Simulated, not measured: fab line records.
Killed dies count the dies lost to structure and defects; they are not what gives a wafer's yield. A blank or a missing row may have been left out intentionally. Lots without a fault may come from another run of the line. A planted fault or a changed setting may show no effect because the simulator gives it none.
Chamber matching :: flow nand harc :: NHARC_A_STAIRCASE_CMP_472 on cmp-02 has 4 sister chambers
The step polishes SiO2. 22 wafers are shown with their chamber, then 11 later ones without.

== WAFERS WITH THEIR CHAMBER ==
wafer: L075.1
chamber: 0
motor current A (A): 11.7

wafer: L075.2
chamber: 1
motor current A (A): 12.1

wafer: L075.5
chamber: 2
motor current A (A): 11.4

wafer: L078.1
chamber: 3
motor current A (A): 14.4

wafer: L078.2
chamber: 2
motor current A (A): 11.0

wafer: L078.4
chamber: 0
motor current A (A): 11.8

wafer: L078.3
chamber: 1
motor current A (A): 11.7

wafer: L078.5
chamber: 2
motor current A (A): 11.1

wafer: L078.6
chamber: 3
motor current A (A): 15.0

wafer: L079.4
chamber: 1
motor current A (A): 12.6

wafer: L079.5
chamber: 2
motor current A (A): 11.0

wafer: L079.6
chamber: 1
motor current A (A): 12.2

wafer: L081.1
chamber: 0
motor current A (A): 12.4

wafer: L081.4
chamber: 3
motor current A (A): 14.2

wafer: L081.5
chamber: 2
motor current A (A): 11.6

wafer: L083.1
chamber: 1
motor current A (A): 11.7

wafer: L083.3
chamber: 0
motor current A (A): 11.8

wafer: L083.6
chamber: 1
motor current A (A): 12.5

wafer: L088.4
chamber: 1
motor current A (A): 12.3

wafer: L088.5
chamber: 1
motor current A (A): 12.4

wafer: L088.6
chamber: 2
motor current A (A): 11.3

wafer: L090.3
chamber: 3
motor current A (A): 15.2

SIGNATURES (averages over the wafers above)
reading: motor current A
chamber 0: 11.925
chamber 1: 12.188
chamber 2: 11.233
chamber 3: 14.700
scatter within a chamber: 0.341
Rule: distance of a wafer from a chamber = root of the sum over the readings of ((wafer's reading minus chamber's mean) / reading's scatter) squared. The wafer belongs to the nearest chamber; if the next one is less than 2 further off, it can't be placed. The scatter: take each reading less its chamber's mean, square it, sum over the shown wafers, divide by the number of wafers less the number of chambers, and take the root.

== WAFERS WITH NO CHAMBER GIVEN ==
wafer: L090.4
motor current A (A): 12.4

wafer: L090.5
motor current A (A): 14.7

wafer: L091.1
motor current A (A): 11.8

wafer: L091.4
motor current A (A): 11.3

wafer: L091.5
motor current A (A): 11.1

wafer: L091.2
motor current A (A): 15.1

wafer: L091.3
motor current A (A): 12.4

wafer: L091.6
motor current A (A): 11.0

wafer: L096.1
motor current A (A): 11.8

wafer: L096.2
motor current A (A): 15.1

wafer: L096.5
motor current A (A): 11.9

== EACH ONE'S CHAMBER ==
wafer: L090.4
from the rows above: can't be placed: 1 or 0
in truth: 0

wafer: L090.5
from the rows above: 3
in truth: 3

wafer: L091.1
from the rows above: can't be placed: 0 or 1 or 2
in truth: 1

wafer: L091.4
from the rows above: can't be placed: 2 or 0
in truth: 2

wafer: L091.5
from the rows above: 2
in truth: 2

wafer: L091.2
from the rows above: 3
in truth: 3

wafer: L091.3
from the rows above: can't be placed: 1 or 0
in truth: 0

wafer: L091.6
from the rows above: 2
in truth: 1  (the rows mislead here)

wafer: L096.1
from the rows above: can't be placed: 0 or 1 or 2
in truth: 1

wafer: L096.2
from the rows above: 3
in truth: 3

wafer: L096.5
from the rows above: can't be placed: 0 or 1 or 2
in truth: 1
Placed correctly: 4 of 11. Cannot be placed on the basis of these rows: 6; the candidates contain the true chamber in 6. Placed wrongly: 1.
